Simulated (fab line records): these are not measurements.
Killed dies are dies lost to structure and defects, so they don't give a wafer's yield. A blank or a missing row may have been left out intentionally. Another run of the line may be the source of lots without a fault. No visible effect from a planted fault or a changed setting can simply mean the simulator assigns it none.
Split-lot trial ; flow n5-finfet ; route with 1938 steps; 7 lots, 39 wafers read

## THE SPLIT ITSELF
At N5_BEOL_M9_ETCH_62 (etches SOC in N2/H2, target depth 110 nm, overetch 22 nm, time 165 s), the setting time-s was moved away from the recipe's 165 s on 12 of the 39 wafers read, by -41.5% to +51.6%. This setting was run at the recipe's value on the other wafers.

The reading is taken at the split's own step.

## THE READING
SiARC_of_BEOL_M9_COAT_60.thk-nm (the simulator's own value, which no gauge read), in nm, at N5_BEOL_M9_ETCH_62 (etches SOC in N2/H2, target depth 110 nm, overetch 22 nm, time 165 s). There is no usual value for it anywhere in the file. Across the 27 wafers here that went through the recipe, the average is 23.5 nm and the standard deviation 0.25 nm.

wafer;tool, chamber at the split;time-s as run, s;against the recipe;SiARC_of_BEOL_M9_COAT_60.thk-nm, nm;against lot-mates on the recipe
L076.1;rie-diel-01, 3,0,0;165;recipe;23.6;-
L076.2;rie-diel-01, 3,0,0;165;recipe;23.6;-
L076.5;rie-diel-01, 3,0,0;165;recipe;23.6;-
L076.3;rie-diel-01, 1,3;190.7;+15.6%;22.8;-0.8
L076.6;rie-diel-01, 1,3;190.7;+15.6%;22.8;-0.8
L076.4;rie-diel-01, 2;190.7;+15.6%;22.4;-1.2
L079.1;rie-diel-02, 2,2,0;165;recipe;23.8;-
L079.4;rie-diel-02, 2,2,0;165;recipe;23.8;-
L079.5;rie-diel-02, 2,2,0;165;recipe;23.8;-
L079.2;rie-diel-02, 0;165;recipe;23.6;-
L079.3;rie-diel-02, 1;165;recipe;23.4;-
L079.6;rie-diel-02, 1;165;recipe;23.2;-
L078.1;rie-diel-06, 1;165;recipe;23.8;-
L078.2;rie-diel-06, 0;165;recipe;23.6;-
L078.5;rie-diel-06, 3;165;recipe;23.2;-
L084.1;rie-diel-06, 0,1;250.2;+51.6%;20.4;-3.1
L084.2;rie-diel-06, 0,1;250.2;+51.6%;20.4;-3.1
L084.3;rie-diel-06, 2;165;recipe;23.8;-
L084.4;rie-diel-06, 3;165;recipe;23.2;-
L084.5;rie-diel-06, 2;165;recipe;23.6;-
L084.6;rie-diel-06, 3;250.2;+51.6%;19.8;-3.7
L091.1;rie-diel-02, 1;96.51;-41.5%;26;+2.4
L091.2;rie-diel-02, 3,0;96.51;-41.5%;26.2;+2.6
L091.3;rie-diel-02, 3,0;96.51;-41.5%;26.2;+2.6
L091.4;rie-diel-02, 2;165;recipe;23.8;-
L091.5;rie-diel-02, 3;165;recipe;23.4;-
L091.6;rie-diel-02, 0;165;recipe;23.6;-
L089.1;rie-diel-01, 3;165;recipe;23.6;-
L089.2;rie-diel-01, 2,0;136.9;-17.0%;24.6;+0.9
L089.3;rie-diel-01, 2,0;136.9;-17.0%;24.6;+0.9
L089.4;rie-diel-01, 1;165;recipe;23.8;-
L089.6;rie-diel-01, 1;165;recipe;23.8;-
L089.5;rie-diel-01, 0;136.9;-17.0%;24.8;+1.1
L095.1;rie-diel-02, 1;165;recipe;23.2;-
L095.2;rie-diel-02, 2;165;recipe;23.8;-
L095.3;rie-diel-02, 3,1;165;recipe;23;-
L095.5;rie-diel-02, 3,1;165;recipe;23;-
L095.4;rie-diel-02, 0;165;recipe;23.6;-
L095.6;rie-diel-02, 0;165;recipe;23.6;-
The file does not say which wafer passed through which chamber wherever a row lists several chambers: such a row stands for several wafers.

FIT RESULTS
A straight line over all 39 wafers: SiARC_of_BEOL_M9_COAT_60.thk-nm changes by -0.0636 nm for each +1% of time-s; r = -0.98; the points scatter about the line by 0.24 nm.
The same after taking each lot's own level away (the mean of its wafers on the recipe; 39 wafers): -0.0625 nm for each +1%; r = -0.98; scatter 0.23 nm.
The reading moves by 3.2 nm for the largest change in time-s, on that fit.
The lots' own levels span 23.37 to 23.73 nm, that is 1.4 times the standard deviation above.
The two slopes are in agreement: the lot-to-lot level therefore moves the slope only a little.
Check: with one of the wafers moved furthest among these (+51.6%) left out of the fit, the line predicts -3.27 nm for it against its lot-mates. It came out at -3.13 nm against them.

## ADDITIONAL SPLITS CARRIED BY THESE WAFERS
These wafers also went through other splits before the reading. Each is held against what the fit with the lots' levels taken away leaves over:
other split on the same wafers;wafers away from the commonest value;r with SiARC_of_BEOL_M9_COAT_60.thk-nm (lot level and that fit taken away)
N5_BEOL_M0_SAQP_PECVD_96 time-s;18;+0.00
N5_BEOL_M6_ETCH_41 time-s;12;-0.18

## THE WHOLE CHAIN: every reading that the file lists as answering this split, in the file's order
step;what it does;reading;change (the file's fit);r (the file's)
N5_BEOL_M9_ETCH_62;etches SOC in N2/H2, target depth 110 nm, overetch 22 nm, time 165 s;SiARC_of_BEOL_M9_COAT_60.thk-nm (the simulator's own value, which no gauge read);-0.0625 nm for each +1% of the setting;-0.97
N5_BEOL_M9_HM_OPEN_17;chemistry Cl2/BCl3, target TiN, target depth 20 nm, overetch 6 nm;etch.depth-nm (the simulator's own value, which no gauge read);not straight: 19.82 at the lowest setting, 20.01 at the recipe, 11.97 at the highest;not given

## THE FILE'S OWN FIT
SiARC_of_BEOL_M9_COAT_60.thk-nm changes by -0.0625 nm for each +1% of time-s, r = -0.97.
